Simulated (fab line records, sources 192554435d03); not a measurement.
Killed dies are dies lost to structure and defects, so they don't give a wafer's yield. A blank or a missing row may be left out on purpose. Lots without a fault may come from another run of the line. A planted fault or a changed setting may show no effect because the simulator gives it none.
fab line records | flow n5_finfet
record lots=10 wafers=30 last_day=17
route steps=1938 shown HKMG_FIN@434 GATE_CUT@466
lots that met no fault: from a run of the same line without faults
start_h: hours from the record's first day to the start of the lot's first wafer shown | wait_h: hours since the lot's step before | " the same as in the row above | L1.1+2: a row that stands for several wafers | - no value, or no start given | * or withheld: withheld | < > ~ a bound
route shown NAME@n: a module of which the file shows steps, and the number in the route of the first | usual: mean/standard deviation of fault-free wafers | same: alike in all rows | chamber/n: place in a boat | sites: the reading at each site | _std_site: their standard deviation | _edge_site: outer sites' mean less inner sites' | radius_mm: how far each site lies from the wafer's centre | mask NAME#n: copy n | behind: the tool/chamber that last shaped the wafer | hold: why the lot was held/for how many hours/how that ended | device: the transistor (n, p or np) that didn't switch | end of line: the same wafers' tests at the end of the route | a step without rows: its recipe alone | killed: dies lost to structure and defects at the first sort, not the wafer's yield | map: a wafer's dies, x killed, . not, _ none there
set.NAME: the setting as run; set.NAME@STEP: as run at that earlier step | model.NAME: the simulator's own value behind a step, which no gauge read
steps of the route over a sample of lots; a table a step, a row a wafer
services: from which hour (start_h, from the record's first day; less than 0 if before it) a tool's chamber was out of use, for how many hours, and why
## steps
# step N5_HKMG_FIN_ETCH_31
# recipe chemistry=CF4 target=SiARC target_depth_a=455 mask_material=CAR-ArF time_s=75.8 ion_energy_ev=80 pressure_mtorr=40 source_w=545 bias_w=36 Ar_flow_sccm=100 cf4_flow_sccm=100 ends=cleared
# usual drypump_motor_current_A=5.66/0.3 etch_rf_on_time_s=75.8/1.6 oes_product_au=0.64/0.046 rf_fwd_power_W=538.7/2.6 rf_vpp_V=184.1/1.1 showerhead_plenum_p_Torr=2.15/0.068 throttle_valve_pct=15.70/0.2
# columns lot.wafer tool chamber start_h wait_h drypump_motor_current_A etch_rf_on_time_s oes_product_au rf_fwd_power_W rf_hours_counter_h rf_vpp_V showerhead_plenum_p_Torr throttle_valve_pct
L733.2 rie_diel-02 1 74.20 0.0 5.85 76.3 0.64 538.3 177 184.1 2.22 15.81
L733.3 " 0 " " 5.54 79.4 0.60 538.9 181 183.6 2.14 15.62
L733.5 " 0 " " 5.60 79.2 0.61 539.4 - 185.0 2.14 15.62
L734.2 rie_diel-06 0 78.67 0.0 5.79 74.4 0.66 535.8 139 186.6 2.23 15.65
L734.3 " 1 " " 5.45 76.3 0.65 541.5 166 183.3 2.14 15.86
L734.4 " 2 " " 6.26 73.3 0.62 539.6 219 182.7 2.05 15.91
L735.1 rie_diel-06 2 87.36 0.0 6.26 73.7 0.62 541.4 222 182.7 2.04 15.93
L735.2 " 3 " " 5.20 75.7 0.64 538.0 143 183.3 2.05 15.37
L735.5 " 1 " " 5.45 76.6 0.64 546.2 - 183.0 2.14 15.88
L736.1 rie_diel-02 0 92.78 0.0 5.66 79.0 0.60 539.2 186 183.1 2.14 15.62
L736.2 " 2 " " 5.40 74.2 0.64 539.5 191 185.1 2.13 15.60
L736.3 " 3 " " 5.56 75.1 0.65 536.4 176 185.1 2.13 16.04
L737.2 rie_diel-03 2 98.30 0.0 6.08 75.9 0.62 543.5 195 184.3 2.14 15.54
L737.3 " 1 " " 5.28 73.2 0.63 540.6 161 185.9 2.22 15.60
L737.6 " 0 " " 5.53 74.6 0.68 537.6 - 183.6 2.07 15.58
L742.1 rie_diel-03 3 127.43 0.0 5.93 77.2 0.75 541.2 34 185.6 2.26 15.43
L742.2 " 1 " " 5.28 73.1 0.62 541.6 171 185.7 2.22 15.61
L742.6 " 1 " " 5.29 72.9 0.63 540.7 - 182.9 2.22 15.62
L748.1 rie_diel-06 2 165.08 0.0 6.25 75.3 0.60 536.7 250 182.9 2.04 15.96
L748.2 " 0 " " 5.79 75.6 0.64 535.7 171 183.9 2.22 15.70
L748.6 " 2 " " 6.24 75.1 0.60 540.0 - 183.1 2.04 15.98
L752.1 rie_diel-06 1 189.42 0.0 5.44 77.7 0.62 545.5 211 184.6 2.12 15.94
L752.2 " 0 " " 5.79 75.2 0.63 536.3 183 184.4 2.21 15.73
L752.5 " 3 " " 5.21 76.4 0.63 537.8 - 183.1 2.05 15.42
L754.1 rie_diel-02 1 200.14 0.0 5.87 76.7 0.61 539.2 220 183.6 2.21 15.92
L754.3 " 3 " " 5.56 75.5 0.63 536.4 215 184.4 2.12 16.13
L754.6 " 2 " " 5.42 74.0 0.61 536.8 - 182.8 2.12 15.67
L756.1 rie_diel-03 0 213.01 0.0 5.53 75.4 0.65 535.7 160 181.7 2.05 15.66
L756.4 " 3 " " 5.90 76.9 0.72 539.3 63 184.7 2.25 15.49
L756.6 " 3 " " 5.90 76.3 0.72 540.0 - 184.3 2.25 15.50
# step N5_HKMG_FIN_ETCH_67
# recipe chemistry=N2/H2 target=SOC target_depth_a=3889 stop_on=TiN ion_energy_ev=100 bias_w=61 pressure_mtorr=30 source_w=850 n2_flow_sccm=200 h2_flow_sccm=200
# usual drypump_motor_current_A=5.7/0.32 h2_flow_sccm=200.0/0.62 oes_product_au=0.73/0.042 rf_fwd_power_W=843/3.2 rf_vpp_V=240.6/1.4 showerhead_plenum_p_Torr=2.54/0.089 throttle_valve_pct=17.93/0.21
# columns lot.wafer tool chamber start_h wait_h drypump_motor_current_A h2_flow_sccm oes_product_au rf_fwd_power_W rf_hours_counter_h rf_vpp_V showerhead_plenum_p_Torr throttle_valve_pct
L733.2 rie_diel-03 0 76.73 - 5.6 199.8 0.80 840 114 240.6 2.47 18.01
L733.3 " 2 " " 6.1 199.7 0.72 842 188 241.8 2.53 17.75
L733.5 " 3 " " 5.9 200.5 0.90 844 - 241.9 2.71 17.67
L734.2 rie_diel-06 0 81.02 - 5.8 198.4 0.77 842 141 241.0 2.67 17.94
L734.3 " 2 " " 6.3 199.6 0.72 846 220 238.4 2.41 18.04
L734.4 " 3 " " 5.3 200.1 0.75 844 141 240.7 2.44 17.56
L735.1 rie_diel-06 3 89.83 - 5.2 200.8 0.75 844 144 239.3 2.44 17.56
L735.2 " 2 " " 6.3 201.4 0.71 844 223 239.9 2.41 18.04
L735.5 " 1 " " 5.4 199.6 0.76 846 - 241.1 2.54 18.13
L736.1 rie_diel-06 1 95.16 - 5.4 198.2 0.75 848 173 242.1 2.54 18.16
L736.2 " 0 " " 5.8 201.0 0.76 839 145 241.6 2.66 17.94
L736.3 " 3 " " 5.2 201.2 0.75 839 145 239.5 2.44 17.55
L737.2 rie_diel-06 3 100.72 - 5.2 199.6 0.75 842 147 238.5 2.44 17.58
L737.3 " 0 " " 5.8 198.9 0.76 841 147 242.0 2.66 17.94
L737.6 " 2 " " 6.3 200.3 0.71 848 - 239.0 2.41 18.05
L742.1 rie_diel-06 0 129.78 - 5.8 201.2 0.75 842 157 241.9 2.66 17.94
L742.2 " 1 " " 5.5 200.0 0.74 846 184 239.9 2.54 18.16
L742.6 " 1 " " 5.4 199.2 0.74 849 - 239.7 2.54 18.15
L748.1 rie_diel-06 1 167.44 - 5.4 200.3 0.73 845 200 240.7 2.53 18.18
L748.2 " 3 " " 5.3 200.4 0.73 842 162 238.8 2.43 17.59
L748.6 " 3 " " 5.3 199.7 0.74 841 - 239.5 2.43 17.58
L752.1 rie_diel-03 3 191.79 - 5.9 199.4 0.85 849 56 241.8 2.69 17.75
L752.2 " 2 " " 6.1 201.2 0.70 843 225 241.0 2.51 17.81
L752.5 " 1 " " 5.3 200.2 0.70 843 - 241.9 2.63 17.88
L754.1 rie_diel-02 3 202.68 - 5.6 199.6 0.72 842 216 240.5 2.51 18.25
L754.3 " 1 " " 5.9 200.5 0.71 845 221 241.1 2.62 18.17
L754.6 " 3 " " 5.6 200.3 0.72 839 - 240.1 2.51 18.25
L756.1 rie_diel-03 0 215.46 - 5.5 199.7 0.75 838 161 239.4 2.45 18.08
L756.4 " 3 " " 5.9 200.4 0.83 846 64 241.8 2.69 17.74
L756.6 " 2 " " 6.2 199.8 0.69 845 - 239.0 2.51 17.83
# step N5_HKMG_FIN_ALD_21
# recipe material=TiN target_thk_a=15 temp_c=400 ald_precursor_family=TiCl4 ald_co_reactant=NH3 pulse_time_s=1 purge_time_s=3 co_reactant_purge_time_s=2 co_reactant_pulse_time_s=2 ald_cycles=68 pressure_torr=3
# usual chamber_pressure_Torr=3.000/0.0064 heater_power_w=863/85 precursor_pulse_height_rel=1.003/0.02 susceptor_temp_C=399.99/0.24
# same pulse_time_s=1
# columns lot.wafer tool chamber start_h wait_h chamber_pressure_Torr heater_power_w precursor_pulse_height_rel susceptor_temp_C
L733.2 ald_metal-03 3 77.47 0.3 3.007 943 1.014 399.93
L733.3 " 0 " " 2.988 875 1.015 400.13
L733.5 " 2 " " 3.003 657 1.018 399.65
L734.2 ald_metal-01 3 81.76 0.3 2.996 800 0.986 399.78
L734.3 " 0 " " 3.006 952 1.014 400.02
L734.4 " 2 " " 2.993 902 0.996 399.67
L735.1 ald_metal-03 1 90.71 0.3 2.999 852 0.991 400.26
L735.2 " 2 " " 2.998 653 1.011 400.04
L735.5 " 3 " " 3.003 955 1.009 399.74
L736.1 ald_metal-01 3 95.90 0.3 2.999 811 0.992 400.18
L736.2 " 2 " " 2.985 891 0.982 400.07
L736.3 " 1 " " 3.012 881 1.013 399.87
L737.2 ald_metal-04 3 101.46 0.3 3.017 828 1.007 399.74
L737.3 " 2 " " 2.994 831 1.018 400.53
L737.6 " 1 " " 3.009 907 0.983 400.17
L742.1 ald_metal-04 1 130.53 0.3 2.989 919 0.981 399.99
L742.2 " 3 " " 3.001 804 1.010 400.30
L742.6 " 1 " " 2.997 887 0.994 399.91
L748.1 ald_metal-04 1 168.18 0.3 3.002 881 1.043 400.21
L748.2 " 3 " " 3.017 816 0.989 400.11
L748.6 " 0 " " 2.995 989 0.979 399.78
L752.1 ald_metal-04 1 192.53 0.3 3.000 904 1.016 400.11
L752.2 " 0 " " 3.001 1006 0.979 399.96
L752.5 " 3 " " 2.997 850 0.980 399.74
L754.1 ald_metal-03 2 203.56 0.3 2.995 664 1.016 400.37
L754.3 " 0 " " 2.993 878 1.014 399.73
L754.6 " 3 " " 2.993 958 1.002 400.08
L756.1 ald_metal-04 1 216.20 0.3 3.007 936 1.035 399.99
L756.4 " 2 " " 3.019 851 1.046 399.92
L756.6 " 3 " " 3.005 827 1.007 400.06
# step N5_GATE_CUT_ETCH_56
# recipe chemistry=Cl2/Ar target=TiN target_depth_a=216 pressure_mtorr=10 icp_w=600 bias_w=60 Cl2_flow_sccm=40 Ar_flow_sccm=60
# usual drypump_motor_current_A=5.8/0.37 oes_product_au=0.71/0.13 rf_fwd_power_W=596.0/1.8 throttle_valve_pct=20.84/0.29
# columns lot.wafer tool chamber start_h wait_h drypump_motor_current_A oes_product_au rf_fwd_power_W rf_hours_counter_h throttle_valve_pct
L733.2 rie_metal-03 1 78.87 0.1 5.6 0.67 595.6 94 20.82
L733.3 " 1 " " 5.6 0.67 596.1 - 20.84
L733.5 " 1 " " 5.6 0.67 594.2 - 20.84
L734.2 rie_metal-03 0 83.16 0.1 5.7 0.68 596.2 92 20.71
L734.3 " 1 " " 5.6 0.67 594.7 - 20.82
L734.4 " 0 " " 5.7 0.68 593.1 - 20.70
L735.1 rie_metal-03 1 92.11 0.1 5.6 0.68 597.3 95 20.83
L735.2 " 0 " " 5.6 0.67 598.6 93 20.70
L735.5 " 0 " " 5.6 0.68 594.2 - 20.70
L736.1 rie_metal-01 1 97.30 0.1 5.6 0.59 600.5 141 21.24
L736.2 " 0 " " 6.6 0.63 597.1 121 20.89
L736.3 " 0 " " 6.5 0.63 598.6 - 20.88
L737.2 rie_metal-03 0 102.86 0.1 5.6 0.77 743.3 95 20.56
L737.3 " 0 " " 5.6 0.76 742.0 - 20.56
L737.6 " 0 " " 5.6 0.77 741.3 - 20.57
L742.1 rie_metal-03 0 131.92 0.1 5.7 0.76 740.1 97 20.56
L742.2 " 1 " " 5.6 0.66 595.6 99 20.83
L742.6 " 1 " " 5.6 0.67 597.0 - 20.83
L748.1 rie_metal-01 1 169.58 0.1 5.5 0.98 595.3 2 21.11
L748.2 " 0 " " 6.5 0.61 593.9 128 20.94
L748.6 " 1 " " 5.5 0.97 595.7 - 21.13
L752.1 rie_metal-02 1 193.98 0.1 5.5 0.60 595.3 133 21.18
L752.2 " 0 " " 5.9 0.91 597.2 10 20.15
L752.5 " 0 " " 5.8 0.90 598.4 - 20.16
L754.1 rie_metal-03 1 204.96 0.1 5.6 0.66 598.2 105 20.85
L754.3 " 0 " " 5.6 0.66 596.6 - 20.72
L754.6 " 0 " " 5.6 0.66 598.0 - 20.72
L756.1 rie_metal-02 0 217.60 0.1 5.9 0.88 595.3 14 20.17
L756.4 " 0 " " 5.9 0.89 595.6 - 20.15
L756.6 " 1 " " 5.5 0.97 591.0 - 20.71
## services
# columns tool chamber start_h hours kind
rie_metal-02 - 56.25 2.8 pm
rie_diel-02 - 58.78 1.6 repair
rie_metal-02 0 67.34 - clean
rie_metal-02 0 67.34 32.1 scheduled_down
rie_metal-02 0 67.34 32.1 vent_cycle
rie_diel-02 2 69.19 10.5 repair
ald_metal-04 0 71.63 3.2 repair
rie_metal-02 1 118.02 13.9 repair
rie_diel-06 3 119.33 22.6 repair
ald_metal-01 - 129.77 2.8 pm
rie_diel-02 1 146.47 3.9 repair
ald_metal-04 1 148.48 2.5 repair
ald_metal-01 0 152.00 28.8 repair
rie_diel-06 2 165.55 - clean
rie_diel-06 2 165.55 - consumable_replace:focus_ring
rie_diel-06 2 165.55 - consumable_replace:showerhead
rie_diel-06 2 165.55 25.6 scheduled_down
rie_diel-06 2 165.55 25.6 vent_cycle
rie_metal-03 - 168.61 0.6 repair
rie_metal-01 - 179.17 2.1 repair
rie_diel-02 3 185.18 6.4 repair
ald_metal-01 - 190.92 8.7 pm
ald_metal-01 - 202.60 1.7 repair
ald_metal-01 2 210.73 4.0 repair
## key
first_sign step=N5_GATE_CUT_ETCH_56 reading=rf_fwd_power_W direction=up sigmas=82 usual=* struck=*
effect none on later readings
met_at N5_GATE_CUT_ETCH_56
struck_lots L737,L742
struck_wafers L737.2,L737.3,L737.6,L742.1
tester_left_out L737,L742
not_acting_at N5_HKMG_FIN_ETCH_31,N5_HKMG_FIN_ETCH_67,N5_HKMG_FIN_ALD_21
onset_between 92.11 102.86
fault kind=process_parameter_drift tool=rie_metal-03 chamber=0 onset_h=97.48 steps=N5_GATE_CUT_ETCH_56 channel=icp_w offset=144 shape=step end_h=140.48 acts_in=these_recipes_only stated=600
# tester_left_out: of these lots the tester's yield and bins aren't shown, on N5 and GAA mostly nor the transistor test; their killed dies are dies lost to structure and defects alone, not to doping, threshold or leakage, so they don't give the yield
